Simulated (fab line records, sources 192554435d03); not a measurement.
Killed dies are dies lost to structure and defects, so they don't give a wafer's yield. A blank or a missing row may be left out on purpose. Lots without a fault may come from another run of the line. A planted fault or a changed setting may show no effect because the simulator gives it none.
A struck lot beside a sound one | flow n5_finfet | 14 steps out of a route of 1938
Sound: wafers L219.2, L219.4, L219.6. Struck: wafers L214.2, L214.3, L214.6. The cause comes at the end.
At each step with rows: each side's tool, then ch and its chambers, then its first start. Under that, the readings that differ: sound wafers | struck wafers | difference of the means | sigmas: that difference in standard deviations of wafers without a fault.
alike: readings whose means differ by less than 2 such deviations, and words and numbers that are the same on both sides. not compared: withheld readings, readings that some wafer has no value for, bounds like >300 that may hide the same value, and numbers for which the record gives no deviation and whose values overlap.
The two part at a step that has a row with sigmas, a row that says differs or no value, or rows on one side only. Numbers that don't overlap but have no deviation are shown without sigmas and don't part them. A reading that every wafer of one side lacks parts them only if that side has two wafers or more.

N5_PASSIVATION_PECVD_00: deposits SiO2 from SiH4/N2O, target thk 200 nm, time 11.2 s.
  sound on pecvd-02 ch 1, day 14 18:59; struck on pecvd-01 ch 0,2, day 13 13:56
  alike: heater_power_w, showerhead_plenum_p_Torr, susceptor_temp_C, throttle_valve_pct
N5_MIM_BOT_DEGAS_01: time 60 s.
  sound on pvd_sputter-01, day 14 19:07; struck on pvd_sputter-02, day 13 15:31
  alike: heater_power_w, susceptor_temp_C
then, 1 step without rows for these wafers: N5_MIM_BOT_SPUTTER_00 (material TiN, target thk 35 nm, time 89.7 s).
N5_MIM_TOP_ALD_00: deposits Al2O3, purge time 3 s, co reactant pulse time 3 s.
  sound on ald_hk-03 ch 0,1,3, day 14 19:16; struck on ald_hk-02 ch 2,3, day 13 15:39
  alike: precursor_pulse_height_rel
then, 1 step without rows for these wafers: N5_MIM_TOP_ALD_01 (deposits HfO2, target thk 5.6 nm, pulse time 1 s, purge time 3 s).
N5_MIM_TOP_ALD_02: deposits Al2O3, purge time 3 s, co reactant pulse time 3 s.
  sound on ald_hk-03 ch 0,1,3; struck on ald_hk-02 ch 2,3
  alike: precursor_pulse_height_rel
N5_MIM_TOP_DEGAS_04: time 60 s.
  sound on pvd_sputter-01, day 14 21:28; struck on pvd_sputter-03, day 13 16:52
  alike: heater_power_w, susceptor_temp_C
then, 5 steps without rows for these wafers: N5_MIM_TOP_SPUTTER_03 (material TiN, target thk 35 nm, time 89.7 s); N5_MIM_TOP_LITHO_HMDS_01 (time 60 s); N5_MIM_TOP_LITHO_COAT_02; N5_MIM_TOP_LITHO_EBR_04; N5_MIM_TOP_LITHO_SOFTBAKE_03 (time 90 s).
N5_MIM_TOP_LITHO_EXPOSE_05: exposes mask MIM TOP, target cd 2000 nm.
  sound on krf_scanner-01 ch 0, day 14 21:54; struck on krf_scanner-01, day 13 17:15
  no value came back on the struck wafers for exposure_dose_mJ_cm2, focus_offset_nm (nm), na, stage_vel_mm_s (mm/s); on the sound wafers exposure_dose_mJ_cm2 reads 20.501 20.519 20.486
  alike: mask
then, 1 step without rows for these wafers: N5_MIM_TOP_LITHO_PEB_06.

WHERE THEY PART
Only at N5_MIM_TOP_LITHO_EXPOSE_05, within this record.

WHY: what the simulator had put in
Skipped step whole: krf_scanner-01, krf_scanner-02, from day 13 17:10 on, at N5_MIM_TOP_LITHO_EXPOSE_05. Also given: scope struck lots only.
